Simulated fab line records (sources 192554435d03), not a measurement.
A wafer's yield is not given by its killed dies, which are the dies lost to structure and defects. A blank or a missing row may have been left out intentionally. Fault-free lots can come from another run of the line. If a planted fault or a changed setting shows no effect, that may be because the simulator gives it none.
Which tool is to blame?    flow n5Finfet    24 lots, 72 wafers sampled, at 1 step of a route of 1938

## WHAT THE GAUGES SHOWED, per wafer
N5_BEOL_M5_INSPECT_30: inspects for defects (brightfield).
lot   measured      on                rawDefectCount
L074  day 7 18:47   defectInspect-02  214 331 386
L075  day 8 10:21   defectInspect-01  501 488 408
L076  day 8 12:53   defectInspect-01  466 377 371
L077  day 8 13:08   defectInspect-01  415 446 335
L078  day 9 06:17   defectInspect-01  430 419 387
L079  day 9 06:27   defectInspect-02  421 285 494
L080  day 9 13:44   defectInspect-01  637 521 550
L081  day 9 14:16   defectInspect-01  285 343 277
L082  day 10 08:41  defectInspect-01  318 337 379
L084  day 10 10:41  defectInspect-01  551 324 561
L083  day 10 10:49  defectInspect-02  258 258 302
L085  day 10 15:52  defectInspect-02  323 361 464
L086  day 11 10:05  defectInspect-02  327 238 305
L088  day 11 14:10  defectInspect-01  345 380 351
L087  day 11 14:13  defectInspect-01  303 307 329
L089  day 11 19:35  defectInspect-01  515 580 579
L090  day 12 08:14  defectInspect-02  454 539 409
L091  day 12 11:16  defectInspect-02  518 402 552
L092  day 12 15:08  defectInspect-01  385 445 454
L093  day 12 20:40  defectInspect-02  347 378 443
L094  day 12 21:20  defectInspect-02  250 421 280
L095  day 13 15:45  defectInspect-01  511 315 519
L096  day 13 22:10  defectInspect-01  348 517 330
L097  day 14 13:35  defectInspect-02  294 365 303

## WHAT TOOL EACH LOT RAN ON (gives the tool, then ch and the chambers of the sampled wafers, and finally the start)
Before these readings, the record contains no process step.

## WHAT THE TOOLS THEMSELVES READ (means of the sampled wafers that have a number; where no wafer has one, the mark that the record gives instead)
The record holds no such reading with a usual standard deviation.

## THE ANSWER, worked out from the rows above alone
Rule: the lots themselves supply what counts as usual. The widest of any qualifying gaps counts: lots, ordered by their means at a reading, are off when they make up no more than a third of the lots, leave a main group of 4 or more, and stand apart from it by 3 or more times the standard deviation of that group's means. If all means in a main group match to the digits the tables above print for the reading, that group is not used. A lot without any number at a reading at which 4 lots or more have one is off too. All remaining lots with rows at the step are treated as sound. First the gauges in route order, then the tools' own readings, where a lot's mean is used as printed above. At the first step where some lot is off, the reading lying furthest off is the one used; lots without a number count as furthest.
No lot is off at any reading shown: from this, nothing can be told.

## WHAT WAS PUT IN BY THE SIMULATOR
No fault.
